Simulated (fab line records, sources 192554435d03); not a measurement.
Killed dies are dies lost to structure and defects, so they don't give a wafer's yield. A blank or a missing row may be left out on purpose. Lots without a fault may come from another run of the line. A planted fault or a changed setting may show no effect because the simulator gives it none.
Chamber matching | flow n5_finfet | N5_HKMG_FIN_ALD_79 on ald_metal-01: 4 sister chambers
The step deposits TiN, target thk 1.5 nm, pulse time 1 s, purge time 3 s. 4 wafers are shown with their chamber, then 7 later ones without.

WAFERS WITH THEIR CHAMBER
wafer  | chamber | heater_power_w (W)
L082.5 | 0       | 984
L085.6 | 3       | 871
L087.2 | 2       | 904
L087.4 | 1       | 966

WAFERS WITHOUT THEIR CHAMBER
wafer  | heater_power_w (W)
L087.6 | 854
L088.2 | 980
L088.4 | 899
L088.6 | 858
L090.2 | 939
L090.4 | 867
L090.6 | 1006

WHICH CHAMBER EACH WENT THROUGH
wafer  | from the rows above          | in truth
L087.6 | 3                            | 3
L088.2 | can't be placed: 0 or 1      | 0
L088.4 | can't be placed: 2 or 3      | 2
L088.6 | 3                            | 3
L090.2 | can't be placed: 1 or 2 or 0 | 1
L090.4 | 3                            | 3
L090.6 | can't be placed: 0 or 1      | 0
Placed correctly: 3 of 7. Can't be placed from these rows: 4 (the true chamber is among the candidates in 4). Placed wrongly: 0.
How it was worked out, from the rows above alone: a wafer's distance from a chamber is the root of the sum, over the readings, of the square of ((its reading less the chamber's mean) divided by the reading's scatter). The wafer belongs to the nearest chamber; if the next one is less than 2 further off, it can't be placed. A chamber's mean is the mean of its shown wafers. The scatter: with one shown wafer a chamber, the root of the mean of the squares of how far each hidden wafer lies from its nearest shown one.
